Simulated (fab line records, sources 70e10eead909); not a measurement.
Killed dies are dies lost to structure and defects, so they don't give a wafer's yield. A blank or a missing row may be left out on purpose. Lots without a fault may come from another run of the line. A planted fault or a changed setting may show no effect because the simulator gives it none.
A struck lot beside a sound one | flow nand_harc | 44 steps out of a route of 1302
Sound: wafers L521.1, L521.2, L521.6. Struck: wafer L532.6. (L532.1, L532.3 of the same lot were not struck and are left out.) The cause comes at the end.
At each step with rows: each side's tool, then ch and its chambers, then its first start. Under that, the readings that differ: sound wafers | struck wafers | difference of the means | sigmas: that difference in standard deviations of wafers without a fault.
alike: readings whose means differ by less than 2 such deviations, and words and numbers that are the same on both sides. not compared: withheld readings, readings that some wafer has no value for, bounds like >300 that may hide the same value, and numbers for which the record gives no deviation and whose values overlap.
The two part at a step that has a row with sigmas, a row that says differs or no value, or rows on one side only. Numbers that don't overlap but have no deviation are shown without sigmas and don't part them. A reading that every wafer of one side lacks parts them only if that side has two wafers or more.

first, 9 steps without rows for these wafers: NHARC_P_ZERO_WELL_DEHYDRATE_03 (time 120 s); NHARC_P_ZERO_WELL_HMDS_04 (time 30 s); NHARC_P_ZERO_WELL_COAT_64 (time 65 s); NHARC_P_ZERO_WELL_COAT_05 (resist thk 600 nm); NHARC_P_ZERO_WELL_SOFTBAKE_06 (time 70 s); NHARC_P_ZERO_WELL_EBR_07; NHARC_P_ZERO_WELL_EXPOSE_08 (exposes mask P ZERO, target cd 500 nm); NHARC_P_ZERO_WELL_PEB_09 (peb time 80 s); NHARC_P_ZERO_WELL_DEVELOP_10 (time 50 s).
NHARC_P_ZERO_WELL_CD_MEAS_11: target cd 500 nm.
  sound on cd_sem-03 ch 0, day 4 09:07; struck on cd_sem-01 ch 0, day 8 23:26
  reading    | sound             | struck | difference | sigmas
  cd_nm (nm) | 499.9 497.2 499.0 | 502.8  | +4.1       | +3
then, 1 step without rows for these wafers: NHARC_P_ZERO_WELL_HARDBAKE_12 (time 65 s).
NHARC_P_ZERO_WELL_DESCUM_13: chemistry O2, time 3 s.
  sound on rie_diel-07 ch 0,2,3, day 4 09:16; struck on rie_diel-07 ch 2, day 8 23:35
  alike: drypump_motor_current_A, oes_product_au, rf_vpp_V, showerhead_plenum_p_Torr, throttle_valve_pct
  not compared: rf_hours_counter_h
NHARC_P_ZERO_WELL_ETCH_65: etches the open film in N2/H2, target depth 80 nm, overetch 24 nm, time 87.88 s.
  sound on rie_diel-07 ch 2,3, day 4 09:23; struck on rie_diel-07 ch 1, day 8 23:41
  alike: drypump_motor_current_A, oes_product_au, rf_vpp_V, showerhead_plenum_p_Torr, throttle_valve_pct
  not compared: rf_hours_counter_h
NHARC_P_ZERO_WELL_ETCH_62: etches the open film in CHF3/Ar, target depth 13 nm, time 6.5 s.
  sound on rie_diel-07 ch 0,2; struck on rie_diel-07 ch 2
  alike: chf3_flow_sccm, drypump_motor_current_A, oes_product_au, rf_vpp_V, showerhead_plenum_p_Torr, throttle_valve_pct
  not compared: rf_hours_counter_h
NHARC_P_ZERO_WELL_ETCH_63: etches the open film in HBr/Cl2, target depth 120 nm, time 40.1 s.
  sound on rie_si-06 ch 2,3, day 4 09:34; struck on rie_si-06 ch 2, day 8 23:52
  alike: drypump_motor_current_A, oes_product_au, throttle_valve_pct
  not compared: rf_hours_counter_h
then, 9 steps without rows for these wafers: NHARC_P_ZERO_WELL_STRIP_15 (strips in SPM, time 900 s); NHARC_P_ZERO_WELL_DEHYDRATE_16 (time 120 s); NHARC_P_ZERO_WELL_HMDS_17 (time 30 s); NHARC_P_ZERO_WELL_COAT_18; NHARC_P_ZERO_WELL_SOFTBAKE_19 (time 95 s); NHARC_P_ZERO_WELL_EBR_20; NHARC_P_ZERO_WELL_EXPOSE_21 (exposes mask P NWELL, target cd 720 nm); NHARC_P_ZERO_WELL_PEB_22 (peb time 85 s); NHARC_P_ZERO_WELL_DEVELOP_23 (time 70 s).
NHARC_P_ZERO_WELL_CD_MEAS_24: target cd 720 nm.
  sound on cd_sem-01 ch 0, day 4 10:31; struck on cd_sem-02 ch 0, day 9 00:50
  alike: cd_nm
then, 1 step without rows for these wafers: NHARC_P_ZERO_WELL_HARDBAKE_25 (time 80 s).
NHARC_P_ZERO_WELL_DESCUM_26: chemistry O2, time 3 s.
  sound on rie_diel-04 ch 0,1, day 4 10:41; struck on rie_diel-02 ch 3, day 9 01:02
  alike: drypump_motor_current_A, oes_product_au, rf_vpp_V, showerhead_plenum_p_Torr, throttle_valve_pct
  not compared: rf_hours_counter_h
then, 12 steps without rows for these wafers: NHARC_P_ZERO_WELL_IMPLANT_27; NHARC_P_ZERO_WELL_IMPLANT_57; NHARC_P_ZERO_WELL_IMPLANT_58; NHARC_P_ZERO_WELL_STRIP_28 (strips in SPM, time 840 s); NHARC_P_ZERO_WELL_DEHYDRATE_29 (time 120 s); NHARC_P_ZERO_WELL_HMDS_30 (time 30 s); NHARC_P_ZERO_WELL_COAT_31; NHARC_P_ZERO_WELL_SOFTBAKE_32 (time 95 s); NHARC_P_ZERO_WELL_EBR_33; NHARC_P_ZERO_WELL_EXPOSE_34 (exposes mask P PWELL, target cd 720 nm); NHARC_P_ZERO_WELL_PEB_35 (peb time 85 s); NHARC_P_ZERO_WELL_DEVELOP_36 (time 70 s).
NHARC_P_ZERO_WELL_CD_MEAS_37: target cd 720 nm.
  sound on cd_sem-03 ch 0, day 4 12:09; struck on cd_sem-01 ch 0, day 9 02:31
  alike: cd_nm
then, 1 step without rows for these wafers: NHARC_P_ZERO_WELL_HARDBAKE_38 (time 80 s).
NHARC_P_ZERO_WELL_DESCUM_39: chemistry O2, time 3 s.
  sound on rie_diel-04 ch 0,1, day 4 12:22; struck on rie_diel-02 ch 2, day 9 02:40
  alike: drypump_motor_current_A, oes_product_au, rf_vpp_V, showerhead_plenum_p_Torr, throttle_valve_pct
  not compared: rf_hours_counter_h
NHARC_P_ZERO_WELL_INSPECT_43:
  sound on defect_inspect-02, day 4 15:39; struck on defect_inspect-01, day 9 05:54
  reading          | sound    | struck | difference | sigmas
  raw_defect_count | 10 17 19 | 1236   | +1221      | +99 or more
-- the record jumps here: 23 days lie between the struck wafers' starts before and after (it left off in module P_ZERO_WELL and takes up again in module END, whose first step shown is number 1302 of the route) --
NHARC_END_SORT_01:
  the record has rows for the struck wafers here (prober-01 ch 0, day 32 02:42) and none for the sound ones

WHERE THEY PART
First at NHARC_P_ZERO_WELL_CD_MEAS_11; last, within this record, at NHARC_END_SORT_01.

WHY: what the simulator had put in
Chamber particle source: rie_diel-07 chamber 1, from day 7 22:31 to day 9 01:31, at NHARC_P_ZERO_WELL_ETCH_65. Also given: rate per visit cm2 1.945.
